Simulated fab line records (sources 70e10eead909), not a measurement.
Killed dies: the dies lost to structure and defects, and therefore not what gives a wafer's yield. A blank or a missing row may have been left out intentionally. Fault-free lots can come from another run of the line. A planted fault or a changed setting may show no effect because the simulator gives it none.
The tool behind it: which one? ; flow nand_harc ; 36 wafers from 12 lots sampled at 4 of the route's 1302 steps

## WHAT EACH GAUGE READ, for each wafer
NHARC_THIN_TSV_CD_MEAS_37. Usual: cd_nm reads 5000 nm (standard deviation 3.1).
lot;measured;on;cd_nm (nm);flag
L331;day 25 03:35;cd_sem-03;4997 4997 4994;
L334;day 25 20:52;cd_sem-02;4999 5001 4999;
L332;day 26 01:41;cd_sem-01;5000 5001 4998;
L335;day 26 23:11;cd_sem-02;5000 4998 5000;
L339;day 27 13:16;cd_sem-02;4999 5005 5002;
L338;day 27 17:20;cd_sem-02;4996 4994 4996;
L340;day 28 12:43;cd_sem-03;5002 5000 5003;
L341;day 28 13:58;cd_sem-01;4998 5001 5002;
L346;day 30 10:53;cd_sem-01;4997 4996 4995;
L347;day 31 10:17;cd_sem-03;5003 5004 4996;
L348;day 31 23:44;cd_sem-01;5003 5001 4998;
L354;day 33 21:31;cd_sem-01;5005 5005 5002;

NHARC_END_SORT_01. Usual: defect_limited_yield 92.0 %, standard deviation 2.6; killed_at_array 49, standard deviation 18; killed_at_other 0.8, standard deviation 1; killed_at_periphery 4.2, standard deviation 2.8; killed_dies 54, standard deviation 18; killed_open 3.0, standard deviation 1.7; killed_short 2.5, standard deviation 1.6; sort_bin_2_pct 2.8 %, standard deviation 1.2; sort_bin_3_pct 0.6 %, standard deviation 0.37; sort_bin_4_pct 4.6 %, standard deviation 1.5; sort_n_pass 623, standard deviation 18; sort_rim_yield_pct 92 %, standard deviation 4.2; sort_yield_pct 92.0 %, standard deviation 2.6.
lot;measured;on;defect_limited_yield (%);killed_at_array;killed_at_other;killed_at_periphery;killed_dies;killed_open;killed_short;sort_bin_2_pct (%);sort_bin_3_pct (%);sort_bin_4_pct (%);sort_n_pass;sort_rim_yield_pct (%);sort_yield_pct (%);flag
L331;day 25 11:13;prober-02;92.8 89.7 91.1;39 64 52;0 0 0;10 6 8;49 70 60;0 3 2;2 0 2;3.4 4.3 3.4;0.4 0.4 0.3;3.4 5.6 5.2;628 607 617;90 85 92;92.8 89.7 91.1;
L334;day 26 05:13;prober-02;93.1 94.4 95.3;42 34 27;0 0 0;5 4 5;47 38 32;2 5 3;6 3 1;2.2 1.0 1.2;0.3 0.3 0.4;4.4 4.3 3.1;630 639 645;97 97 93;93.1 94.4 95.3;
L332;day 26 15:22;prober-01;94.7 88.8 89.7;33 71 66;1 0 2;2 5 2;36 76 70;1 2 2;1 4 2;2.8 4.1 4.3;0.3 1.5 1.0;2.2 5.6 5.0;641 601 607;90 91 96;94.7 88.8 89.7;
L335;day 27 09:08;prober-02;90.4 90.7 91.4;62 59 55;0 1 0;3 3 3;65 63 58;2 2 2;4 0 5;3.8 4.4 4.0;0.7 0.9 0.6;5.0 4.0 4.0;612 614 619;97 92 99;90.4 90.7 91.4;
L339;day 27 23:35;prober-02;86.6 88.2 84.6;84 73 99;1 1 0;6 6 5;91 80 104;5 3 5;2 4 2;4.4 4.6 6.4;0.7 1.2 0.9;8.3 6.1 8.1;586 597 573;95 92 89;86.6 88.2 84.6;
L338;day 27 23:38;prober-01;92.3 90.3 91.3;46 61 54;3 2 2;3 3 3;52 66 59;3 4 3;2 5 3;3.5 3.7 2.8;0.9 1.3 0.6;3.2 4.7 5.3;625 611 618;99 92 92;92.3 90.3 91.3;
L340;day 28 20:19;prober-02;86.9 87.3 87.6;85 83 79;0 0 2;4 3 3;89 86 84;1 2 1;0 0 3;4.7 4.4 4.9;1.5 1.3 0.7;6.9 6.9 6.8;588 591 593;88 91 86;86.9 87.3 87.6;
L341;day 28 20:17;prober-01;96.6 95.0 96.0;20 30 25;0 1 0;3 3 2;23 34 27;4 4 5;4 5 3;0.4 1.6 0.7;0.1 0.1 0.1;2.8 3.2 3.1;654 643 650;92 97 94;96.6 95.0 96.0;
L346;day 30 15:37;prober-02;94.4 94.5 94.8;34 34 28;0 0 0;4 3 7;38 37 35;5 4 6;3 4 0;1.9 1.0 1.3;0.1 0 0.1;3.5 4.4 3.7;639 640 642;90 97 92;94.4 94.5 94.8;
L347;day 31 19:52;prober-01;86.9 90.5 78.7;85 60 137;0 0 0;4 4 7;89 64 144;3 3 2;3 0 2;4.1 3.7 8.6;0.9 0.6 2.7;8.1 5.2 10.0;588 613 533;92 85 94;86.9 90.5 78.7;
L348;day 32 06:57;prober-01;91.0 83.2 91.1;53 108 59;3 0 0;5 6 1;61 114 60;3 2 1;1 3 0;2.5 8.4 3.7;0.3 1.9 0.4;6.2 6.5 4.7;616 563 617;89 88 96;91.0 83.2 91.1;
L354;day 34 07:01;prober-01;90.4 91.1 91.7;61 55 53;2 3 1;2 2 2;65 60 56;2 1 3;3 1 4;3.7 3.5 3.1;0.3 0.7 0.9;5.6 4.6 4.3;612 617 621;91 90 92;90.4 91.1 91.7;

## TOOL THAT RAN EACH LOT (tool first, then ch and the chambers of the sampled wafers, then the start)
lot;NHARC_A_BONDPAD_ETCH_24;NHARC_THIN_TSV_STRIP_62
L331;rie_diel-08 ch 0,1, day 24 04:59;plasma_asher-01 ch 0,1, day 24 22:51
L334;rie_diel-10 ch 0,3, day 24 21:05;plasma_asher-02 ch 0,1, day 25 16:16
L332;rie_diel-13 ch 1,2,3, day 25 03:32;plasma_asher-02 ch 0,1, day 25 21:05
L335;rie_diel-13 ch 0,1, day 25 22:17;plasma_asher-02 ch 0, day 26 18:34
L339;rie_diel-08 ch 1,2, day 26 14:28;plasma_asher-01 ch 0,1, day 27 08:29
L338;rie_diel-10 ch 0,1,2, day 26 19:47;plasma_asher-02 ch 0,1, day 27 12:43
L340;rie_diel-13 ch 0,2,3, day 27 12:37;plasma_asher-02 ch 0,1, day 28 07:58
L341;rie_diel-13 ch 0,1,3, day 27 15:58;plasma_asher-02 ch 0,1, day 28 09:13
L346;rie_diel-10 ch 0,1,2, day 29 12:15;plasma_asher-02 ch 0,1, day 30 06:05
L347;rie_diel-13 ch 1,2,3, day 30 09:52;plasma_asher-01 ch 0,1, day 31 05:32
L348;rie_diel-13 ch 2,3, day 31 03:19;plasma_asher-01 ch 0,1, day 31 19:08
L354;rie_diel-08 ch 0,2,3, day 33 00:51;plasma_asher-01 ch 0,1, day 33 16:48
- NHARC_A_BONDPAD_ETCH_24: etches the open film in CF4/N2, target depth 30 nm, time 72.99 s.
- NHARC_THIN_TSV_STRIP_62: strips in N2/H2, time 20 s.

## WHAT THE TOOLS THEMSELVES READ (means of the sampled wafers that have a number; where no wafer has one, the mark that the record gives instead)
NHARC_A_BONDPAD_ETCH_24. Usual: drypump_motor_current_A 5.7 A, standard deviation 0.38; oes_product_au 0.999 a.u., standard deviation 0.01; rf_vpp_V 313.9 V, standard deviation 2.3; showerhead_plenum_p_Torr 2.60 Torr, standard deviation 0.13; throttle_valve_pct 19.795 %, standard deviation 0.0097.
lot;tool;drypump_motor_current_A (A);oes_product_au (a.u.);rf_vpp_V (V);showerhead_plenum_p_Torr (Torr);throttle_valve_pct (%);flag
L331;rie_diel-08;5.4;0.998;312.3;2.51;19.790;
L334;rie_diel-10;5.2;0.998;315.8;2.74;19.795;
L332;rie_diel-13;6.1;0.998;313.1;2.52;19.796;
L335;rie_diel-13;5.7;0.995;315.5;2.72;19.795;
L339;rie_diel-08;5.9;1.001;313.3;2.57;19.800;
L338;rie_diel-10;5.8;1.011;312.8;2.56;19.803;
L340;rie_diel-13;5.8;0.992;313.9;2.63;19.791;
L341;rie_diel-13;5.8;1.000;313.5;2.64;19.783;
L346;rie_diel-10;5.8;1.003;312.6;2.56;19.802;
L347;rie_diel-13;6.1;0.987;312.8;2.51;19.796;
L348;rie_diel-13;5.9;0.994;313.0;2.55;19.793;
L354;rie_diel-08;5.6;1.004;314.1;2.63;19.791;

NHARC_THIN_TSV_STRIP_62. Usual: drypump_motor_current_A 5.7 A, standard deviation 0.58; heater_power_w 344 W, standard deviation 12; temp_c 250.01 C, standard deviation 0.2.
lot;tool;drypump_motor_current_A (A);heater_power_w (W);temp_c (C);flag
L331;plasma_asher-01;5.7;354;249.95;
L334;plasma_asher-02;5.3;343;249.82;
L332;plasma_asher-02;5.4;347;250.05;
L335;plasma_asher-02;4.8;339;249.90;
L339;plasma_asher-01;5.7;351;250.03;
L338;plasma_asher-02;5.3;338;250.01;
L340;plasma_asher-02;5.8;331;249.91;
L341;plasma_asher-02;5.9;328;250.30;
L346;plasma_asher-02;5.9;334;249.82;
L347;plasma_asher-01;6.0;360;250.02;
L348;plasma_asher-01;5.7;352;249.93;
L354;plasma_asher-01;5.7;347;250.06;

## THE ANSWER, worked out from the rows above alone
Rule: lot off if the mean of its wafers having a number is beyond 3 standard deviations from the usual mean. A lot without any number at a reading at which 4 lots or more have one is off too. All remaining lots with rows at the step are treated as sound. First the gauges in route order, then the tools' own readings, where a lot's mean is used as printed above. The first step at which some lot is off is used, and at that step the reading that is off furthest; a lot without a number counts as furthest.
Nothing can be told from this: no lot is off at any reading shown.

## WHAT THE SIMULATOR PUT IN
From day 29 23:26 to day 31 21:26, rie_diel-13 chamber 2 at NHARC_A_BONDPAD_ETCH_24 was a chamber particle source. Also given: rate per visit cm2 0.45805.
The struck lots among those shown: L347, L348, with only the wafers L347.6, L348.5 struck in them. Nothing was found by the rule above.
